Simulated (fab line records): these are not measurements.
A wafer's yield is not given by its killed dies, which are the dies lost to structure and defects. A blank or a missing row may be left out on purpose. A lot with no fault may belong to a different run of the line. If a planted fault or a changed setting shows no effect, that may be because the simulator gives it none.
Chamber matching ; flow nand-harc ; pecvd-04 running NHARC_A_STAIRCASE_DEP_259: 3 sister chambers
The step deposits SiON, target thk 30 nm. 18 wafers are shown with their chamber, then 9 later ones without.

== EACH WAFER AND ITS CHAMBER ==
wafer;chamber;heater-power-w (W)
L074.4;1;560
L074.5;0;560
L074.6;2;753
L075.1;1;631
L075.2;0;504
L075.6;1;648
L078.2;2;688
L078.3;1;594
L078.4;0;541
L079.2;2;758
L079.4;0;623
L079.6;1;575
L081.1;2;733
L081.5;2;730
L081.6;1;692
L083.2;0;576
L083.3;2;664
L083.4;2;666

SIGNATURES (averages over the wafers above)
reading;chamber 0;chamber 1;chamber 2;scatter within a chamber
heater-power-w;560.80;616.67;713.14;44.4
Rule: distance of a wafer from a chamber = root of the sum over the readings of ((wafer's reading minus chamber's mean) / reading's scatter) squared. The wafer belongs to the nearest chamber; if the next one is less than 2 further off, it can't be placed. The scatter: take each reading less its chamber's mean, square it, sum over the shown wafers, divide by the number of wafers less the number of chambers, and take the root.

== WAFERS WITHOUT THEIR CHAMBER ==
wafer;heater-power-w (W)
L094.1;606
L094.4;716
L094.5;674
L096.1;581
L096.3;781
L096.6;686
L097.2;582
L097.4;750
L097.5;556

== CHAMBER TAKEN BY EACH ==
wafer;from the rows above;in truth
L094.1;can't be placed: 1 or 0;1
L094.4;2;2
L094.5;can't be placed: 2 or 1 or 0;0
L096.1;can't be placed: 0 or 1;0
L096.3;2;2
L096.6;can't be placed: 2 or 1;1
L097.2;can't be placed: 0 or 1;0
L097.4;2;2
L097.5;can't be placed: 0 or 1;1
Placed correctly: 3 of 9. Can't be placed from these rows: 6 (the true chamber is among the candidates in 6). Placed wrongly: 0.
